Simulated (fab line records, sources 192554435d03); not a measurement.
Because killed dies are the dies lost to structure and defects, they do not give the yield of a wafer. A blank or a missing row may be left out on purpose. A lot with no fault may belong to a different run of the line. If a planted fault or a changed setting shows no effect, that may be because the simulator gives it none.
A struck lot beside a sound one -- flow n5 finfet -- 17 out of 1938 route steps
Sound: these wafers, L526.2, L526.3, L526.4. Struck: wafer L533.3; the same lot's L533.1 was not struck, so it is left out; see the end for the cause.
At each step with rows: each side's tool, then ch and its chambers, then its first start. Under that, the readings that differ: sound wafers -- struck wafers -- difference of the means -- sigmas: that difference in standard deviations of wafers without a fault.
alike: words and numbers the same on both sides, and readings whose means are apart by under 2 such deviations; not compared: readings that were withheld, readings missing a value for some wafer, numbers with overlapping values and no deviation given by the record, and bounds like >300 which may hide the same value.
The two part at a step that has a row with sigmas, a row that says differs or no value, or rows on one side only. When numbers do not overlap yet have no deviation, they are printed without sigmas and do not part them. A reading missing from all wafers of one side parts the sides only when that side holds two or more wafers.

first, 4 steps without rows for these wafers: N5_HKMG_FIN_PRECLEAN_64 (cleans in dHF, time 30 s); N5_HKMG_FIN_WET_ETCH_65 (etches a-Si in TMAH, stops on TiN, time 49 s, target depth 3 nm); N5_HKMG_FIN_WET_ETCH_81 (etches TiN in SC1, stops on HfO2, time 57 s, target depth 6 nm); N5_HKMG_FIN_WET_ETCH_82 (etches La2O3 in dHCl, stops on HfO2, target depth 2 nm, rinse time 30 s).
N5_HKMG_FIN_ALD_36: deposits TiN, target thk 1 nm, pulse time 1 s, purge time 3 s.
  sound on ald metal-01 ch 0,2,3, day 7 04:26; struck on ald metal-04 ch 3, day 8 16:25
  alike: heater power w, precursor pulse height rel
N5_HKMG_FIN_THK_MEAS_70: measures by xrf.
  sound on film metro-01, day 7 04:44; struck on film metro-02, day 8 16:41
reading,sound,struck,difference,sigmas
HK_THK (nm),1.614 1.607 1.597,1.564,-0.042,-2
N5_HKMG_FIN_PWFM_ALD_03: deposits TiN, target thk 2 nm, pulse time 1 s, purge time 3 s.
  sound on ald metal-03 ch 0,1,2, day 7 04:46; struck on ald metal-03 ch 0, day 8 16:44
  alike: heater power w, precursor pulse height rel
then, 5 steps without rows for these wafers: N5_HKMG_FIN_COAT_29 (time 60 s, resist thk 300 nm); N5_HKMG_FIN_COAT_30 (time 60 s, resist thk 35 nm); N5_HKMG_FIN_COAT_06 (resist thk 90 nm); N5_HKMG_FIN_EBR_08; N5_HKMG_FIN_SOFTBAKE_07 (time 60 s).
N5_HKMG_FIN_EXPOSE_09: exposes mask NWFM.
  sound on arfi scanner-03 ch 0, day 7 05:22; struck on arfi scanner-03 ch 0, day 8 17:26
  alike: mask
then, 2 steps without rows for these wafers: N5_HKMG_FIN_PEB_10 (peb time 60 s); N5_HKMG_FIN_DEVELOP_11 (develop time 30 s).
N5_HKMG_FIN_CD_MEAS_12: target cd 92.8 nm.
  sound on cd sem-03 ch 0, day 7 05:29; struck on cd sem-01 ch 0, day 8 17:34
reading,sound,struck,difference,sigmas
cd nm (nm),93.5 92.9 92.7,68.5,-24.5,-45
N5_HKMG_FIN_OVL_MEAS_13:
  sound on overlay-02 ch 0, day 7 05:31; struck on overlay-02 ch 0, day 8 17:36
  alike: NWFM_OVL

== WHERE THEY PART ==
First at N5_HKMG_FIN_THK_MEAS_70; last, within this record, at N5_HKMG_FIN_CD_MEAS_12. Later steps at which nothing parts them and some readings are alike: N5_HKMG_FIN_OVL_MEAS_13.

WHY: the cause the simulator had injected
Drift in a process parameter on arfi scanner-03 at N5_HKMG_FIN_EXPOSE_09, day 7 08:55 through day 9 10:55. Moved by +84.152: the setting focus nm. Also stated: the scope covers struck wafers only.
